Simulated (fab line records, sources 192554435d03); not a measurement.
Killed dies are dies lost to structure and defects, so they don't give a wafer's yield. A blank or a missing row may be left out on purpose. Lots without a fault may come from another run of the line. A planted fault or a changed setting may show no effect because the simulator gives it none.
Split-lot experiment | flow n5_finfet | 7 lots, 21 wafers read, on a route of 1938 steps

THE SPLIT
At N5_PASSIVATION_ETCH_59 (etches TaN in Cl2/BCl3, target depth 65 nm, time 34.9 s), the setting time_s was moved away from the recipe's 34.9 s on 11 of the 21 wafers read, by -16.6% to +6.5%. The other wafers ran this setting at the recipe's value.

The reading is taken at the split's own step.

THE READING
etch.depth_nm (the simulator's own value, which no gauge read), in nm, at N5_PASSIVATION_ETCH_59 (etches TaN in Cl2/BCl3, target depth 65 nm, time 34.9 s). The file gives no usual value for it. The 10 wafers here that ran the recipe average 65.32 nm, standard deviation 0.51 nm.

wafer  | tool, chamber at the split | time_s as run, s | against the recipe | etch.depth_nm, nm | against lot-mates on the recipe
L074.2 | rie_metal-03, 1            | 34.9             | recipe             | 65.57             | -
L074.4 | rie_metal-03, 1            | 34.9             | recipe             | 65.55             | -
L074.6 | rie_metal-03, 0            | 34.9             | recipe             | 64.08             | -
L075.2 | rie_metal-02, 1            | 29.35            | -15.9%             | 54.56             | -10.30
L075.5 | rie_metal-02, 0            | 29.35            | -15.9%             | 54.33             | -10.53
L075.6 | rie_metal-02, 1            | 34.9             | recipe             | 64.86             | -
L080.1 | rie_metal-02, 1            | 31.06            | -11.0%             | 58.22             | no lot-mate on the recipe
L080.4 | rie_metal-02, 0            | 31.06            | -11.0%             | 57.98             | no lot-mate on the recipe
L080.5 | rie_metal-02, 0            | 31.06            | -11.0%             | 58.13             | no lot-mate on the recipe
L086.2 | rie_metal-02, 0            | 34.9             | recipe             | 65.08             | -
L086.4 | rie_metal-02, 1            | 37.17            | +6.5%              | 68.91             | +3.83
L086.5 | rie_metal-02, 1            | 37.17            | +6.5%              | 68.8              | +3.72
L087.1 | rie_metal-01, 1            | 34.9             | recipe             | 65.87             | -
L087.2 | rie_metal-01, 0            | 34.9             | recipe             | 65.79             | -
L087.6 | rie_metal-01, 1            | 29.12            | -16.6%             | 54.92             | -10.91
L095.1 | rie_metal-01, 1            | 37               | +6.0%              | 69.21             | +4.01
L095.2 | rie_metal-01, 0            | 34.9             | recipe             | 65.2              | -
L095.4 | rie_metal-01, 1            | 37               | +6.0%              | 69.33             | +4.13
L096.1 | rie_metal-02, 1            | 34.9             | recipe             | 65.46             | -
L096.2 | rie_metal-02, 0            | 34.9             | recipe             | 65.71             | -
L096.4 | rie_metal-02, 0            | 31.2             | -10.6%             | 58.57             | -7.01

THE FIT
A straight line over all 21 wafers: etch.depth_nm changes by +0.647 nm for each +1% of time_s; r = +1.00; the points scatter about the line by 0.47 nm.
The same after taking each lot's own level away (the mean of its wafers on the recipe; 18 wafers): +0.65 nm for each +1%; r = +1.00; scatter 0.35 nm.
On that fit, the largest move of time_s shifts the reading by 11 nm.
The lots' own levels span 64.860 to 65.830 nm, that is 1.9 times the standard deviation above.
So the lot-to-lot level changes the slope little: the two slopes agree.
Check: with one of the wafers moved furthest among these (-16.6%) left out of the fit, the line predicts -10.8 nm for it against its lot-mates. It came out at -10.9 nm against them.

OTHER SPLITS ON THESE WAFERS
These wafers also went through other splits before the reading. Each is held against what the fit with the lots' levels taken away leaves over:
other split on the same wafers    | wafers away from the commonest value | r with etch.depth_nm (lot level and that fit taken away)
N5_BEOL_M13_COAT_22 spin_rpm      | 4                                    | -0.04
N5_BEOL_M15_ILD_DEP_00 time_s     | 7                                    | -0.33
N5_BEOL_M15_COAT_04 spin_rpm      | 4                                    | -0.21
N5_PASSIVATION_VIA_ETCH_13 bias_w | 4                                    | +0.06

THE FILE'S OWN FIT
etch.depth_nm changes by +0.654 nm for each +1% of time_s, r = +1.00.
